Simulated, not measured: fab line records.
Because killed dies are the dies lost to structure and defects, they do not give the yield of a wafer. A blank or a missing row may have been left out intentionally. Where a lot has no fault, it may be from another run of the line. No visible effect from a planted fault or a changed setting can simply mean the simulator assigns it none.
Matching of chambers    flow n5 finfet    N5_BEOL_M2_ALD_84 on ald metal-03: 4 sister chambers
The step deposits TaN, pulse time 2 s, purge time 3 s, co reactant purge time 2 s. 8 wafers are shown with their chamber, then 10 later ones without.

== WAFERS PAIRED WITH THEIR CHAMBERS ==
wafer   chamber  heater power w (W)  susceptor temp C (C)
L082.5  2        373                 275.04
L085.5  0        416                 275.00
L087.3  1        409                 275.07
L089.1  3        441                 274.53
L089.2  0        426                 275.18
L089.6  1        409                 274.77
L090.1  3        452                 274.86
L090.2  2        379                 274.79

== WAFERS WITHOUT THEIR CHAMBER ==
wafer   heater power w (W)  susceptor temp C (C)
L090.4  429                 275.12
L092.1  403                 274.90
L092.3  414                 275.06
L092.4  367                 275.00
L095.4  432                 274.77
L095.5  404                 274.94
L095.6  375                 275.08
L097.2  408                 275.40
L097.3  444                 275.10
L097.5  433                 274.98

== EACH ONE'S CHAMBER ==
wafer   from the rows above           in truth
L090.4  0                             0
L092.1  1                             1
L092.3  can't be placed: 1 or 0       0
L092.4  2                             2
L095.4  can't be placed: 0 or 3 or 1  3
L095.5  1                             1
L095.6  2                             2
L097.2  can't be placed: 1 or 0       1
L097.3  can't be placed: 3 or 0       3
L097.5  can't be placed: 0 or 3       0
Placed correctly: 5 of 10. From these rows, 5 cannot be placed; in 5 the true chamber is one of the candidates. Number placed wrongly: 0.
How it was worked out, from the rows above alone: a wafer's distance from a chamber is the root of the sum, over the readings, of the square of ((its reading less the chamber's mean) divided by the reading's scatter). The wafer belongs to the nearest chamber; if the next one is less than 2 further off, it can't be placed. The mean given for a chamber averages the wafers shown for that chamber. The scatter: take each reading less its chamber's mean, square it, sum over the shown wafers, divide by the number of wafers less the number of chambers, and take the root.
